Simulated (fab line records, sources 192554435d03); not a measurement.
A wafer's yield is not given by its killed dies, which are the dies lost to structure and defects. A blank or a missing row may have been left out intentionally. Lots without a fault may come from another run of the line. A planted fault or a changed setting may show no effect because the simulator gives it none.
A lot that was struck, set against a sound lot :: flow n5_finfet :: 42 steps out of a route of 1938
Sound: the wafers L162.1, L162.3, L162.4. Struck: wafers L182.2, L182.6. The cause is given at the end.
Each step with rows lists, per side, the tool, then ch with its chambers, then its first start. Under that, the readings that differ: sound wafers :: struck wafers :: difference of the means :: sigmas: that difference in standard deviations of wafers without a fault.
alike: readings whose means differ by less than 2 such deviations, and words and numbers that are the same on both sides. not compared: withheld readings, readings that some wafer has no value for, bounds like >300 that may hide the same value, and numbers for which the record gives no deviation and whose values overlap.
The two part at a step that has a row with sigmas, a row that says differs or no value, or rows on one side only. When numbers do not overlap yet have no deviation, they are printed without sigmas and do not part them. Lack of a reading on every wafer of one side parts them only where that side has two or more wafers.

first, 12 steps without rows for these wafers: N5_SD_EPI_N_STRIP_36 (strips in N2/H2); N5_SD_EPI_N_ETCHBACK_44 (etches SiNx in CH3F/O2, stops on SiO2, target depth 14.5 nm); N5_SD_EPI_N_ETCH_45 (etches SiOCN in CH3F/O2, target depth 6 nm); N5_SD_EPI_N_ETCH_16 (etches SiO2 in CHF3/O2, target depth 5 nm); N5_SD_EPI_N_STRIP_47 (strips in CHF3/O2); N5_SD_EPI_N_SD_RECESS_17 (chemistry HBr/Cl2/O2, target depth 41 nm, time 23.7 s, bt time 3 s); N5_SD_EPI_N_STRIP_38 (strips in N2/H2); N5_SD_EPI_N_WET_ETCH_43 (etches SiO2 in dHF, time 14 s, target depth 1.5 nm); N5_SD_EPI_N_STRIP_18 (strips in SPM, time 750 s); N5_SD_EPI_N_SRD_20 (time 30 s); N5_SD_EPI_N_PRECLEAN_48 (cleans in NF3:NH3, afs cycles 2, time 20 s, sublimation time 60 s); N5_SD_EPI_N_VAPOR_ETCH_50 (etches Si in HCl, time 54 s).
N5_SD_EPI_N_EPI_21: deposits Si:P, time 690 s.
  sound on epi_rpcvd-04 ch 0, day 3 09:28; struck on epi_rpcvd-04 ch 0, day 8 09:47
reading: model.Si-P_of_SD_EPI_N_EPI_21.thk_nm (nm)
sound: 58.2 58.8 58.6
struck: 74.8 75.2
difference: +16.5
sigmas: 
  alike: susceptor_temp_C_max
N5_SD_EPI_N_EPI_MEAS_23:
  sound on film_metro-01 at day 3 11:46; struck on film_metro-01 at day 8 11:14
reading: thk_nm (nm)
sound: 59.4 57.7 58.3
struck: 76.3 75.3
difference: +17.3
sigmas: +13
then, 24 steps without rows for these wafers: N5_SD_EPI_N_PRECLEAN_24 (cleans in O3/DIW, time 60 s); N5_SD_EPI_N_SRD_25 (time 30 s); N5_SD_EPI_N_PRECLEAN_49 (cleans in NF3:NH3, afs cycles 1, time 20 s, sublimation time 60 s); N5_SD_EPI_N_LINER_46 (material SiNx, target thk 3 nm); N5_SD_EPI_P_COAT_34 (time 60 s, resist thk 350 nm); N5_SD_EPI_P_COAT_35 (time 60 s, resist thk 35 nm); N5_SD_EPI_P_COAT_03 (resist thk 150 nm); N5_SD_EPI_P_EBR_05; N5_SD_EPI_P_SOFTBAKE_04 (time 60 s); N5_SD_EPI_P_EXPOSE_06 (exposes mask SD P BLK, target cd 240 nm); N5_SD_EPI_P_PEB_07 (peb time 60 s); N5_SD_EPI_P_DEVELOP_08 (develop time 30 s); N5_SD_EPI_P_DESCUM_14 (chemistry O2, time 7.9 s); N5_SD_EPI_P_ETCH_36 (etches SiARC in CF4, target depth 45.5 nm, time 75.8 s); N5_SD_EPI_P_ETCH_37 (etches SOC in N2/H2, overetch 108 nm, time 486 s); N5_SD_EPI_P_STRIP_38 (strips in N2/H2); N5_SD_EPI_P_ETCHBACK_46 (etches SiNx in CH3F/O2, stops on SiO2, target depth 17.5 nm); N5_SD_EPI_P_ETCH_47 (etches SiOCN in CH3F/O2, target depth 25 nm); N5_SD_EPI_P_ETCH_16 (etches SiO2 in CHF3/O2, target depth 5 nm); N5_SD_EPI_P_STRIP_50 (strips in CHF3/O2); N5_SD_EPI_P_SD_RECESS_17 (chemistry HBr/Cl2/O2, target depth 39.1 nm, bt time 3 s); N5_SD_EPI_P_WET_ETCH_45 (etches SiO2 in dHF, time 10.7 s, target depth 2 nm, rinse time 30 s); N5_SD_EPI_P_STRIP_40 (strips in N2/H2); N5_SD_EPI_P_PRECLEAN_52 (cleans in O3/DIW, time 60 s).
N5_SD_ACTIVATION_RS_MEAS_03: uses a four-point probe to measure.
  sound on film_metro-02 at day 3 17:55; struck on film_metro-02 at day 8 16:41
reading: RS_SD_N (ohm/sq)
sound: 22.10 21.89 22.01
struck: 17.35 17.19
difference: -4.73
sigmas: -18
  alike: RS_SD_P
N5_MOL_CONTACT_COAG_ETCH_15: etches SiNx in CH3F/O2, stops on Si:P, target depth 7 nm.
  sound on rie_diel-01 ch 0,1,3, day 5 02:04; struck on rie_diel-01 ch 0,1, day 9 21:46
reading: model.Si-P_of_SD_EPI_N_EPI_21.thk_nm (nm)
sound: 57.4 58 57.8
struck: 73.8 74
difference: +16.2
sigmas: 
  alike: drypump_motor_current_A, oes_product_au, rf_vpp_V, showerhead_plenum_p_Torr, throttle_valve_pct
  not compared: rf_hours_counter_h
-- the record jumps here: 3 days lie between the struck wafers' starts before and after (it left off in module MOL_CONTACT_COAG and takes up again in module BEOL_M4, whose first step shown is number 1111 of the route) --
N5_BEOL_M4_RC_MEAS_101:
  sound on prober-01 ch 0, day 8 05:22; struck on prober-02 ch 0, day 13 08:46
reading: RS_SD_N (ohm/sq)
sound: 28.7 28.7 28.4
struck: 22.4 22.4
difference: -6.2
sigmas: -18
  alike: DIBL_N, DIBL_P, IOFF_N, IOFF_P, ION_N, ION_P, SS_N, SS_P, VT_N, VT_P
-- a jump in the record: the struck wafers' starts before and after are 5 days apart (it breaks off in module BEOL_M4 and resumes in module PASSIVATION, where the first step shown is number 1936 of the route) --
N5_PASSIVATION_PROBE_49:
  rows exist in the record for the struck wafers here (prober-02, day 17 22:26), but not for the sound ones

WHERE THEY PART
Earliest at N5_SD_EPI_N_EPI_MEAS_23; latest, in this record, at N5_PASSIVATION_PROBE_49.

WHY: the cause the simulator had injected
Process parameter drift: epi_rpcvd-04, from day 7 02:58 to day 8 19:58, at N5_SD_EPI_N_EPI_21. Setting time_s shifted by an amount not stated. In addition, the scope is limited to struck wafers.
